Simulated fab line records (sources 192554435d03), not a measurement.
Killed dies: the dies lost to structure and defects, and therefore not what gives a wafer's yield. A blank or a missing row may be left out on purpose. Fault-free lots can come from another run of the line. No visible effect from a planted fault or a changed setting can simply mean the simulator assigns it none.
Split-lot study | flow n5-finfet | route with 1938 steps; 7 lots, 21 wafers read

## THE SPLIT
At N5_MIM_BOT_ETCH_ETCH_04 (etches SiNx in CF4/O2, target depth 26 nm, time 13 s), the setting time-s was moved away from the recipe's 13 s on 9 of the 21 wafers read, by -19.8% to +19.3%. This setting was run at the recipe's value on the other wafers.

The split's own step is where the reading is taken.

## THE READING
etch.depth-nm (the simulator's own value, which no gauge read), in nm, at N5_MIM_BOT_ETCH_ETCH_04 (etches SiNx in CF4/O2, target depth 26 nm, time 13 s). No usual value for it is given in the file. Across the 12 wafers here that went through the recipe, the average is 25.90 nm and the standard deviation 0.78 nm.

wafer  | tool, chamber at the split | time-s as run, s | against the recipe | etch.depth-nm, nm | against lot-mates on the recipe
L074.4 | rie-diel-04, 0             | 15.51            | +19.3%             | 30.95             | +4.14
L074.5 | rie-diel-04, 0             | 15.51            | +19.3%             | 31.27             | +4.46
L074.6 | rie-diel-04, 3             | 13               | recipe             | 26.81             | -
L080.1 | rie-diel-04, 0             | 13               | recipe             | 26.43             | -
L080.3 | rie-diel-04, 1             | 13               | recipe             | 26.14             | -
L080.4 | rie-diel-04, 2             | 10.43            | -19.8%             | 19.3              | -6.98
L082.1 | rie-diel-01, 2             | 13               | recipe             | 26.76             | -
L082.4 | rie-diel-01, 0             | 13               | recipe             | 26.03             | -
L082.5 | rie-diel-01, 1             | 14.86            | +14.3%             | 29.19             | +2.79
L088.1 | rie-diel-01, 3             | 13               | recipe             | 25.94             | -
L088.3 | rie-diel-01, 0             | 10.67            | -17.9%             | 20.8              | -5.14
L088.5 | rie-diel-01, 2             | 10.67            | -17.9%             | 21.69             | -4.25
L090.2 | rie-diel-04, 1             | 13               | recipe             | 26.32             | -
L090.5 | rie-diel-04, 2             | 11.58            | -10.9%             | 21.51             | -4.81
L090.6 | rie-diel-04, 3             | 11.58            | -10.9%             | 23.63             | -2.69
L096.2 | rie-diel-05, 3             | 13               | recipe             | 24.82             | -
L096.5 | rie-diel-05, 1             | 13               | recipe             | 24.57             | -
L096.6 | rie-diel-05, 0             | 13               | recipe             | 24.55             | -
L095.2 | rie-diel-01, 0             | 13               | recipe             | 25.94             | -
L095.3 | rie-diel-01, 1             | 13               | recipe             | 26.49             | -
L095.5 | rie-diel-01, 1             | 10.96            | -15.7%             | 22.39             | -3.82

THE FIT
A straight line over all 21 wafers: etch.depth-nm changes by +0.272 nm for each +1% of time-s; r = +0.97; the points scatter about the line by 0.81 nm.
The same after taking each lot's own level away (the mean of its wafers on the recipe; 21 wafers): +0.261 nm for each +1%; r = +0.97; scatter 0.67 nm.
The reading moves by 5.2 nm for the largest change in time-s, on that fit.
Across the lots, their own levels run from 24.647 to 26.810 nm, a range of 2.8 times the standard deviation given above.
Hence the lot-to-lot level has little effect on the slope; both slopes agree.
Check: for one of the wafers moved furthest among these (-19.8%), held out of the fit, the line's prediction against its lot-mates is -5.08 nm. Against them it came out at -6.98 nm.

## FILE'S OWN FIT
etch.depth-nm changes by +0.27 nm for each +1% of time-s, r = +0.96.
